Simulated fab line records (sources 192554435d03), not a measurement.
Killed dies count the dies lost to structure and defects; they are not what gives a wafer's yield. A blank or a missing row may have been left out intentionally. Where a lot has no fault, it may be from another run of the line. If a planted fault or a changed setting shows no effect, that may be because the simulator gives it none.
fab line records | flow n5_finfet | part 2 of 2: steps 14 to 24 of 24
[record] lots = 5 | wafers = 15 | last_day = 17
route steps=1938 shown MOL_CONTACT_COAG@605
lots that met no fault: taken from a fault-free run of the same line
start_h: the number of hours between the record's first day and the start of the first shown wafer of the lot | wait_h: time in hours since the lot's previous step | " repeats the value in the row above | L1.1+2: several wafers, shown together as one row | - no value present, or no start provided | * or withheld: withheld | < > ~ a bound
route shown NAME@n: names a module that has steps shown in the file, with the first one's number in the route | usual: average and standard deviation across the fault-free wafers | same: alike in all rows | chamber/n: place in a boat | sites: per-site readings | _std_site: standard deviation across them | _edge_site: outer sites' mean less inner sites' | radius_mm: how far each site lies from the wafer's centre | mask NAME#n: copy n | behind: the last tool/chamber to shape the wafer | hold: reason for holding the lot/hours on hold/outcome of the hold | device: names the non-switching transistor (n, p or np) | end of line: tests run on the same wafers once the route is complete | where a step has no rows: the recipe by itself | killed: at the first sort, the dies lost to defects and structure; wafer yield is something else | map: a wafer's dies, x killed, . not, _ none there
set.NAME: the setting as run; set.NAME@STEP: as run at that earlier step | model.NAME: the simulator's own value behind a step, which no gauge read
a table for each step, a row for each wafer; lots at some steps of the route
services: the hour from which a tool's chamber was out of use, counted from the record's first day as start_h (under 0 if before that day), plus the number of hours and why
[[steps]]
[step N5_MOL_CONTACT_COAG_STRIP_72]
[recipe] chemistry = N2/H2 | power_w = 450 | temp_c = 40 | pressure_mtorr = 20 | rf_frequency_hz = 6e+07 | overash_fraction = 3 | bias_power_w = 7 | h2_frac = 0.5 | n2_flow_sccm = 200 | h2_flow_sccm = 200
[usual] drypump_motor_current_A = 5.6/0.47 | oes_product_au = 0.80/0.087 | rf_vpp_V = 59.0/1.9 | showerhead_plenum_p_Torr = 2.55/0.054 | throttle_valve_pct = 23.8/0.33
lot.wafer | tool        | chamber | start_h | wait_h | drypump_motor_current_A | oes_product_au | rf_hours_counter_h | rf_vpp_V | showerhead_plenum_p_Torr | throttle_valve_pct
L077.1    | rie_diel-05 | 3       | 125.76  | 0.0    | 5.8                     | 0.72           | 162                | 59.4     | 2.52                     | 23.7
L077.2    | "           | 2       | "       | "      | 5.3                     | 0.77           | 98                 | 59.3     | 2.58                     | 24.1
L077.3    | "           | 0       | "       | "      | 6.0                     | 0.73           | 164                | 61.1     | 2.43                     | 23.5
L081.1    | rie_diel-04 | 1       | 148.68  | 0.0    | 5.3                     | 0.88           | 32                 | 60.7     | 2.51                     | 24.1
L081.3    | "           | 2       | "       | "      | 5.5                     | 0.94           | 19                 | 59.5     | 2.50                     | 24.0
L081.4    | "           | 3       | "       | "      | 6.3                     | 0.68           | 225                | 59.9     | 2.62                     | 24.0
L086.1    | rie_diel-03 | 3       | 190.56  | 0.0    | 5.5                     | 0.90           | 29                 | 61.2     | 2.60                     | 24.1
L086.3    | "           | 1       | "       | "      | 6.3                     | 0.83           | 83                 | 58.8     | 2.57                     | 23.7
L086.5    | "           | 2       | "       | "      | 5.4                     | 0.67           | -                  | 58.8     | 2.60                     | 23.7
L094.1    | rie_diel-03 | 3       | 224.12  | 0.0    | 5.4                     | 0.89           | 42                 | 59.0     | 2.59                     | 24.1
L094.4    | "           | 0       | "       | "      | 5.8                     | 0.95           | -                  | 55.8     | 2.50                     | 23.3
L094.6    | "           | 3       | "       | "      | 5.5                     | 0.87           | -                  | 57.6     | 2.59                     | 24.1
L097.2    | rie_diel-04 | 0       | 242.24  | 0.0    | 4.8                     | 0.81           | 99                 | 57.2     | 2.52                     | 23.1
L097.3    | "           | 1       | "       | "      | 5.3                     | 0.82           | 71                 | 56.5     | 2.50                     | 24.2
L097.6    | "           | 1       | "       | "      | 5.3                     | 0.82           | -                  | 60.5     | 2.50                     | 24.1
[step N5_MOL_CONTACT_COAG_STRIP_49]
[recipe] chemistry = N2/H2 | time_s = 30 | power_w = 1000 | temp_c = 250 | pressure_mtorr = withheld | n2_flow_sccm = 1750 | h2_flow_sccm = 3250
[usual] drypump_motor_current_A = 5.9/0.42 | heater_power_w = 332/23
[same] time_s = 30
lot.wafer | tool            | chamber | start_h | wait_h | drypump_motor_current_A | heater_power_w | rf_hours_counter_h
L077.1    | plasma_asher-01 | 1       | 125.84  | -      | 5.4                     | 301            | 41
L077.2    | "               | 0       | "       | "      | 6.2                     | 308            | 41
L077.3    | "               | 1       | "       | "      | 5.3                     | 316            | -
L081.1    | plasma_asher-01 | 1       | 148.76  | -      | 5.4                     | 301            | 46
L081.3    | "               | 0       | "       | "      | 6.3                     | 315            | -
L081.4    | "               | 1       | "       | "      | 5.4                     | 311            | -
L086.1    | plasma_asher-01 | 0       | 190.64  | -      | 6.2                     | 323            | 57
L086.3    | "               | 1       | "       | "      | 5.4                     | 307            | -
L086.5    | "               | 1       | "       | "      | 5.4                     | 308            | -
L094.1    | plasma_asher-02 | 0       | 224.20  | -      | 6.4                     | 338            | 118
L094.4    | "               | 1       | "       | "      | 5.7                     | 359            | -
L094.6    | "               | 1       | "       | "      | 5.8                     | 366            | -
L097.2    | plasma_asher-01 | 1       | 242.32  | -      | 5.3                     | 307            | 66
L097.3    | "               | 0       | "       | "      | 6.3                     | 307            | -
L097.6    | "               | 0       | "       | "      | 6.3                     | 322            | -
[step N5_MOL_CONTACT_COAG_PRECLEAN_138]
[recipe] chemistry = alkaline_clean | temp_c = 60 | time_s = 60 | do_ppb = 50
[same] time_s = 60
lot.wafer  | tool         | chamber | start_h | wait_h
L077.1+2+3 | wet_bench-02 | 7,6,4   | 125.93  | 0.1
L081.1+3+4 | wet_bench-02 | 6,1,5   | 148.85  | 0.1
L086.1+3+5 | wet_bench-02 | 2,5,6   | 190.72  | 0.1
L094.1+4+6 | wet_bench-01 | 5,1,4   | 224.29  | 0.1
L097.2+3+6 | wet_bench-05 | 4,2,6   | 242.41  | 0.1
[step N5_MOL_CONTACT_COAG_SRD_139]
[recipe] dry = ipa_marangoni | time_s = 30 | temp_c = 23 | rinse_liquid = diw
[same] time_s = 30
lot.wafer  | tool         | chamber | start_h | wait_h
L077.1+2+3 | wet_bench-02 | 7,6,4   | 125.95  | 0.0
L081.1+3+4 | wet_bench-02 | 6,1,5   | 148.87  | 0.0
L086.1+3+5 | wet_bench-02 | 2,5,6   | 190.74  | 0.0
L094.1+4+6 | wet_bench-01 | 5,1,4   | 224.33  | 0.0
L097.2+3+6 | wet_bench-05 | 4,2,6   | 242.43  | 0.0
[step N5_MOL_CONTACT_COAG_CD_MEAS_101]
[recipe] target_cd_nm = 16
[usual] cd_nm = 15.8/0.4
lot.wafer | tool      | chamber | start_h | wait_h | cd_nm
L077.1    | cd_sem-03 | -       | 125.99  | 0.0    | 16.0
L077.2    | "         | -       | "       | "      | 15.7
L077.3    | "         | -       | "       | "      | 16.0
L081.1    | cd_sem-01 | -       | 148.91  | 0.0    | 15.7
L081.3    | "         | -       | "       | "      | 15.8
L081.4    | "         | -       | "       | "      | 16.6
L086.1    | cd_sem-03 | -       | 190.78  | 0.0    | 16.7
L086.3    | "         | -       | "       | "      | 15.8
L086.5    | "         | -       | "       | "      | 15.9
L094.1    | cd_sem-01 | -       | 224.38  | 0.0    | 16.1
L094.4    | "         | -       | "       | "      | 15.1
L094.6    | "         | -       | "       | "      | 15.7
L097.2    | cd_sem-03 | -       | 242.47  | 0.0    | 15.2
L097.3    | "         | -       | "       | "      | 15.6
L097.6    | "         | -       | "       | "      | 15.6
[step N5_MOL_CONTACT_COAG_PRE_CLEAN_121]
[recipe] gas = H2/He | time_s = * | temp_c = withheld
[same] time_s = *
lot.wafer  | tool     | chamber | start_h | wait_h
L077.1+2+3 | cvd_w-01 | 0,1,0   | 126.03  | 0.0
L081.1+3+4 | cvd_w-02 | 1,1,0   | 148.95  | 0.0
L086.1+3+5 | cvd_w-01 | 0,0,1   | 190.83  | 0.0
L094.1+4+6 | cvd_w-02 | 1,0,1   | 224.42  | 0.0
L097.2+3+6 | cvd_w-01 | 0,1,1   | 242.51  | 0.0
[step N5_MOL_CONTACT_COAG_CVD_140]
[recipe] material = W | target_thk_a = 665 | mode = selective_fill | temp_c = 300 | time_s = 215
[usual] heater_power_outer_w = 278/39 | heater_power_w = 494/47
[same] time_s = 215
lot.wafer | tool     | chamber | start_h | wait_h | heater_power_outer_w | heater_power_w
L077.1    | cvd_w-01 | 0       | 126.12  | 0.1    | 268                  | 463
L077.2    | "        | 1       | "       | "      | 230                  | 437
L077.3    | "        | 0       | "       | "      | 270                  | 474
L081.1    | cvd_w-02 | 1       | 149.04  | 0.1    | 331                  | 561
L081.3    | "        | 1       | "       | "      | 332                  | 570
L081.4    | "        | 0       | "       | "      | 283                  | 502
L086.1    | cvd_w-01 | 0       | 190.92  | 0.1    | 268                  | 484
L086.3    | "        | 0       | "       | "      | 271                  | 486
L086.5    | "        | 1       | "       | "      | 229                  | 442
L094.1    | cvd_w-02 | 1       | 224.51  | 0.1    | 339                  | 558
L094.4    | "        | 0       | "       | "      | 281                  | 500
L094.6    | "        | 1       | "       | "      | 338                  | 558
L097.2    | cvd_w-01 | 0       | 242.60  | 0.1    | 261                  | 460
L097.3    | "        | 1       | "       | "      | 229                  | 434
L097.6    | "        | 1       | "       | "      | 233                  | 444
[step N5_MOL_CONTACT_COAG_PRECLEAN_127]
[recipe] chemistry = DIW | time_s = 57.5 | temp_c = 23
[same] time_s = 57.5
lot.wafer  | tool         | chamber | start_h | wait_h
L077.1+2+3 | wet_bench-01 | 6,2,5   | 126.39  | 0.2
L081.1+3+4 | wet_bench-01 | 5,6,3   | 149.31  | 0.2
L086.1+3+5 | wet_bench-02 | 6,2,4   | 191.19  | 0.2
L094.1+4+6 | wet_bench-02 | 2,1,4   | 224.78  | 0.2
L097.2+3+6 | wet_bench-01 | 5,7,2   | 242.87  | 0.2
[step N5_MOL_CONTACT_COAG_SRD_128]
[recipe] dry_time_s = 32 | dry = n2_spin | spin_rpm = 1500
lot.wafer  | tool         | chamber | start_h | wait_h
L077.1+2+3 | wet_bench-01 | 6,2,5   | 126.41  | 0.0
L081.1+3+4 | wet_bench-01 | 5,6,3   | 149.33  | 0.0
L086.1+3+5 | wet_bench-02 | 6,2,4   | 191.21  | 0.0
L094.1+4+6 | wet_bench-02 | 2,1,4   | 224.80  | 0.0
L097.2+3+6 | wet_bench-01 | 5,7,2   | 242.91  | 0.0
[step N5_MOL_CONTACT_COAG_CMP_52]
[recipe] stop_on = SiO2 | t_overpolish_s = 1.5 | post_cmp_clean = w_dilute_nh4oh | down_force_psi = 4 | platen_rpm = 50.289 | pad_velocity_m_s = 1.0006 | target_thk_nm = 66.5
[usual] motor_current_A = 12.3/1.1 | overpolish_run_s = 1.500/0.0087 | time_to_endpoint_s = 14/3.5
lot.wafer | tool   | chamber | start_h | wait_h | motor_current_A | overpolish_run_s | time_to_endpoint_s
L077.2    | cmp-02 | 3       | 126.44  | 0.0    | 12.4            | 1.507            | 8
L077.1    | "      | 1       | "       | "      | 10.8            | 1.505            | 9
L077.3    | "      | 2       | "       | "      | 11.6            | 1.506            | 18
L081.4    | cmp-01 | 1       | 149.40  | 0.1    | 15.0            | 1.512            | 12
L081.3    | "      | 2       | "       | "      | 10.8            | 1.492            | 11
L081.1    | "      | 3       | "       | "      | 13.3            | 1.483            | 15
L086.1    | cmp-04 | 0       | 191.24  | 0.0    | 12.6            | 1.494            | 14
L086.3    | "      | 1       | "       | "      | 12.4            | 1.510            | 13
L086.5    | "      | 1       | "       | "      | 12.8            | 1.505            | 13
L094.1    | cmp-04 | 0       | 224.84  | 0.0    | 12.2            | 1.498            | 19
L094.4    | "      | 2       | "       | "      | 11.8            | 1.500            | 16
L094.6    | "      | 1       | "       | "      | 13.4            | 1.515            | 18
L097.2    | cmp-02 | 0       | 243.02  | 0.1    | 12.5            | 1.498            | 13
L097.3    | "      | 1       | "       | "      | 10.4            | 1.501            | 9
L097.6    | "      | 3       | "       | "      | 12.6            | 1.505            | 8
[step N5_MOL_CONTACT_COAG_THK_MEAS_53]
[recipe] reads = SiO2_of_MOL_CONTACT_COAG_PECVD_31
[usual] VIA_MOL_THK = 43.4/0.76
lot.wafer | tool          | chamber | start_h | wait_h | VIA_MOL_THK[nm]
L077.1    | film_metro-01 | -       | 126.73  | -      | 42.7
L077.2    | "             | -       | "       | "      | 43.6
L077.3    | "             | -       | "       | "      | 42.8
L081.1    | film_metro-02 | -       | 149.66  | -      | 42.2
L081.3    | "             | -       | "       | "      | 42.6
L081.4    | "             | -       | "       | "      | 43.2
L086.1    | film_metro-01 | -       | 191.53  | -      | 43.0
L086.3    | "             | -       | "       | "      | 42.5
L086.5    | "             | -       | "       | "      | 43.9
L094.1    | film_metro-01 | -       | 225.13  | -      | 43.5
L094.4    | "             | -       | "       | "      | 45.3
L094.6    | "             | -       | "       | "      | 44.1
L097.2    | film_metro-01 | -       | 243.24  | -      | 43.1
L097.3    | "             | -       | "       | "      | 42.8
L097.6    | "             | -       | "       | "      | 43.7
[[services]]
tool            | chamber | start_h | hours | kind
cmp-02          | -       | 112.86  | 1.6   | repair
cmp-04          | -       | 131.28  | 3.7   | pm
wet_bench-01    | -       | 134.94  | 3.8   | repair
rie_diel-04     | 3       | 149.33  | 7.2   | repair
plasma_asher-02 | -       | 154.70  | 6.9   | repair
cvd_w-02        | -       | 158.04  | 4.3   | pm
ald_sin-03      | -       | 161.72  | 6.1   | pm
cmp-02          | -       | 169.22  | 0.3   | repair
rie_diel-04     | 2       | 169.75  | 12.7  | repair
cmp-01          | -       | 170.88  | 0.9   | repair
cmp-01          | -       | 175.34  | 1.2   | repair
cmp-02          | -       | 180.72  | 4.0   | pm
cmp-01          | -       | 181.64  | 5.3   | repair
cmp-01          | -       | 189.61  | 2.0   | repair
ald_sin-03      | 0       | 197.94  | 3.1   | repair
rie_diel-04     | 2       | 205.62  | 6.8   | repair
cmp-02          | -       | 206.20  | 2.5   | repair
wet_bench-02    | -       | 212.05  | 5.5   | repair
plasma_asher-01 | -       | 216.65  | 2.8   | pm
ald_sin-03      | -       | 228.96  | 28.1  | pm
rie_diel-04     | 3       | 229.79  | -     | clean
rie_diel-04     | 3       | 229.79  | -     | consumable_replace:focus_ring
cvd_w-01        | -       | 232.52  | 2.8   | pm
cvd_w-02        | 0       | 241.03  | 4.6   | repair
